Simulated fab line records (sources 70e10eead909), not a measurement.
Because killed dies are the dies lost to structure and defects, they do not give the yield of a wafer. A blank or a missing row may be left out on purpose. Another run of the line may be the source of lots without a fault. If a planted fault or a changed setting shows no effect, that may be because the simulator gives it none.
A struck lot beside a sound one + flow nand_harc + 15 out of 1159 route steps
Sound: these wafers, L978.2, L978.3, L978.5. Wafers L987.1, L987.3, L987.5 were the ones struck. At the end, the cause is stated.
Each step with rows lists, per side, the tool, then ch with its chambers, then its first start. Under that, the readings that differ: sound wafers + struck wafers + difference of the means + sigmas: that difference in standard deviations of wafers without a fault.
alike: readings with means less than 2 such deviations apart, plus words and numbers identical on both sides. not compared: withheld readings, readings lacking a value on some wafer, bounds such as >300 that could conceal the same value, and numbers that have no deviation in the record and whose values overlap.
A row with sigmas, a row that says differs or no value, or rows on one side alone: a step with any of these is where the two part. When numbers do not overlap yet have no deviation, they are printed without sigmas and do not part them. A reading missing from all wafers of one side parts the sides only when that side holds two or more wafers.

first, 4 steps without rows for these wafers: NHARC_P_GATE_EBR_22; NHARC_P_GATE_EXPOSE_23 (exposes mask P GATE, target cd 120 nm); NHARC_P_GATE_PEB_24 (peb time 65 s); NHARC_P_GATE_DEVELOP_25 (develop time 35 s).
NHARC_P_GATE_CD_MEAS_26 targets a cd of 120 nm.
  sound on cd_sem-02 ch 0, day 5 09:58; struck on cd_sem-01 ch 0, day 8 02:09
  alike: cd_nm
NHARC_P_GATE_OVL_MEAS_27:
  sound: overlay-01 at day 5 10:03; struck: overlay-01 at day 8 02:14
  alike: overlay_x_nm, overlay_y_nm
NHARC_P_GATE_INSPECT_28:
  sound: defect_inspect-02 at day 5 10:05; struck: defect_inspect-02 at day 8 02:17
  alike: raw_defect_count
NHARC_P_GATE_DESCUM_31: chemistry O2, time 3 s.
  sound on rie_diel-04 ch 0,2, day 5 10:08; struck on rie_diel-04 ch 1,2,3, day 8 02:23
  alike: drypump_motor_current_A, o2_flow_sccm, oes_product_au, rf_vpp_V, showerhead_plenum_p_Torr, throttle_valve_pct
  not compared: rf_hours_counter_h
NHARC_P_GATE_ETCH_104: etches the open film in CF4/CHF3, target depth 60 nm.
  sound on rie_diel-04 ch 2,3, day 5 10:14; struck on rie_diel-04 ch 2,3, day 8 02:30
  alike: bias_w, cf4_flow_sccm, drypump_motor_current_A, oes_product_au, rf_vpp_V, showerhead_plenum_p_Torr, throttle_valve_pct
NHARC_P_GATE_HM_OPEN_105: chemistry O2/COS, target depth 360 nm.
  sound: rie_diel-04 ch 0,2,3; struck: rie_diel-04 ch 0,1
  alike: drypump_motor_current_A, o2_flow_sccm, oes_product_au, rf_vpp_V, showerhead_plenum_p_Torr, throttle_valve_pct
  not compared: rf_hours_counter_h
then, 1 step without rows for these wafers: NHARC_P_GATE_STRIP_106 (strips in O2/COS).
NHARC_P_GATE_ETCH_114: etches the open film in CF4/O2, target depth 30 nm, overetch 3 nm, time 16.5 s.
  sound: rie_diel-04 ch 0,1,2; struck: rie_diel-04 ch 1,2,3
  alike: bias_w, cf4_flow_sccm, drypump_motor_current_A, o2_flow_sccm, oes_product_au, rf_vpp_V, showerhead_plenum_p_Torr, throttle_valve_pct
  not compared: rf_hours_counter_h
NHARC_P_GATE_ETCH_32: etches the open film in HBr/Cl2, target depth 150 nm, time 100.1 s.
  sound on rie_si-02 ch 0,3, day 5 10:40; struck on rie_si-05 ch 1,2,3, day 8 02:59
  no value came back on the struck wafers for any of 6 readings (bias_w (W), chamber_pressure_mTorr (mTorr) and others); on the sound wafers bias_w (W) reads 100.14 99.94 100.21
  not compared: rf_hours_counter_h
NHARC_P_GATE_STRIP_108: strips in O2.
  sound on rie_diel-11 ch 0,1,3, day 5 10:52; struck on rie_diel-04 ch 0,1,2, day 8 03:08
  alike: drypump_motor_current_A, o2_flow_sccm, oes_product_au, rf_vpp_V, showerhead_plenum_p_Torr, throttle_valve_pct
  not compared: rf_hours_counter_h
-- record jumps: 18 days between struck wafers' starts before vs after; left off in module P_GATE, resumes in module END, first step shown is number 1159 of the route --
NHARC_END_SORT_01:
  only the struck wafers appear in the record here, on prober-01 ch 0 at day 25 17:35; the sound ones have no rows

== WHERE THEY PART ==
Earliest at NHARC_P_GATE_ETCH_32; latest, in this record, at NHARC_END_SORT_01.

WHY: what the simulator had put in
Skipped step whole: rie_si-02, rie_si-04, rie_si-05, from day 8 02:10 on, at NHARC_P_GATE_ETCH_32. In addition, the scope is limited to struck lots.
